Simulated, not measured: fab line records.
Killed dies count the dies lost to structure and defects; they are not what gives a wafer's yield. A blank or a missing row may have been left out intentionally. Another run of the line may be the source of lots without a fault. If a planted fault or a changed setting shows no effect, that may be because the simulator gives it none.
Chamber matching -- flow n5-finfet -- 3 sister chambers for N5_BEOL_M2_PECVD_72 on pecvd-03
The step deposits SiO2 from TEOS/O2, target thk 16 nm, time 18 s. 3 wafers are shown with their chamber, then 12 later ones without.

## EACH WAFER AND ITS CHAMBER
wafer,chamber,showerhead-plenum-p-Torr (Torr)
L089.3,1,8.85
L090.2,2,8.84
L090.4,0,8.72

## WAFERS MISSING THEIR CHAMBER
wafer,showerhead-plenum-p-Torr (Torr)
L091.3,8.81
L091.4,8.81
L091.6,8.76
L092.1,8.76
L092.2,8.85
L092.5,8.72
L095.1,8.80
L095.4,8.82
L095.5,8.84
L097.1,8.83
L097.3,8.76
L097.5,8.83

## WHICH CHAMBER EACH ONE RAN IN
wafer,from the rows above,in truth
L091.3,can't be placed: 2 or 1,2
L091.4,can't be placed: 2 or 1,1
L091.6,can't be placed: 0 or 2 or 1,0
L092.1,can't be placed: 0 or 2 or 1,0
L092.2,can't be placed: 1 or 2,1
L092.5,0,0
L095.1,can't be placed: 2 or 1 or 0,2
L095.4,can't be placed: 2 or 1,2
L095.5,can't be placed: 2 or 1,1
L097.1,can't be placed: 2 or 1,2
L097.3,can't be placed: 0 or 2 or 1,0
L097.5,can't be placed: 2 or 1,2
1 of 12 placed correctly. Unplaceable from these rows: 11, with the true chamber sitting among the candidates in 11. Number placed wrongly: 0.
How it was worked out, from the rows above alone: a wafer's distance from a chamber is the root of the sum, over the readings, of the square of ((its reading less the chamber's mean) divided by the reading's scatter). The wafer belongs to the nearest chamber; if the next one is less than 2 further off, it can't be placed. For every chamber, the mean is computed from those of its wafers that are shown. The scatter: root of mean squared gap, hidden wafer to nearest shown wafer, with one shown wafer a chamber.
